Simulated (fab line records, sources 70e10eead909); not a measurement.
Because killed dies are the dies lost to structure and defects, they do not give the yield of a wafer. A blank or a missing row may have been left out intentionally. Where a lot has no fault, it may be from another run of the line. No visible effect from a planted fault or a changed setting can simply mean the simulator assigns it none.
Chamber matching    flow nand harc    4 sister chambers for NHARC_A_WL_FILL_ALD_02 on ald metal-01
The step deposits TiN, target thk 2 nm, pulse time 3 s, ald cycles 100. 14 wafers are shown with their chamber, then 7 later ones without.

WAFERS PAIRED WITH THEIR CHAMBERS
wafer   chamber  heater power w (W)  precursor pulse height rel
L074.1  1        1163                1.032
L074.2  3        1171                1.004
L074.5  3        1202                0.996
L078.2  3        1229                0.988
L078.3  0        999                 0.996
L078.6  1        1091                1.018
L080.1  2        986                 0.987
L080.2  1        1140                0.982
L080.3  3        1190                0.978
L080.4  0        1005                0.975
L080.5  2        988                 0.982
L080.6  3        1198                1.006
L089.2  0        943                 1.011
L089.5  0        951                 0.989

SIGNATURES (means of the wafers above)
reading                     chamber 0  chamber 1  chamber 2  chamber 3  scatter within a chamber
heater power w              974.50     1131.33    987.00     1198.00    27.5
precursor pulse height rel  0.99275    1.01067    0.98450    0.99440    0.016
Rule: for each reading, subtract the chamber's mean from the wafer's reading, divide by that reading's scatter and square the result; add these up over the readings and take the root, which gives the wafer's distance from the chamber. If the next closest chamber is less than 2 further off than the closest, the wafer can't be placed; otherwise it belongs to the closest. The scatter is the square root of a quotient: the sum, over the shown wafers, of each reading's squared deviation from its chamber's mean, divided by wafers minus chambers.

WAFERS WITHOUT THEIR CHAMBER
wafer   heater power w (W)  precursor pulse height rel
L089.6  1166                1.038
L092.1  999                 1.009
L092.4  1104                0.981
L092.5  946                 0.977
L097.2  972                 0.988
L097.3  1183                0.974
L097.4  1118                0.952

EACH ONE'S CHAMBER
wafer   from the rows above           in truth
L089.6  can't be placed: 1 or 3       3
L092.1  can't be placed: 0 or 2       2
L092.4  can't be placed: 1 or 3       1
L092.5  can't be placed: 0 or 2       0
L097.2  can't be placed: 0 or 2       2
L097.3  can't be placed: 3 or 1       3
L097.4  can't be placed: 1 or 3 or 2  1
Correctly placed: 0 of 7. Can't be placed from these rows: 7 (the true chamber is among the candidates in 7). Number placed wrongly: 0.
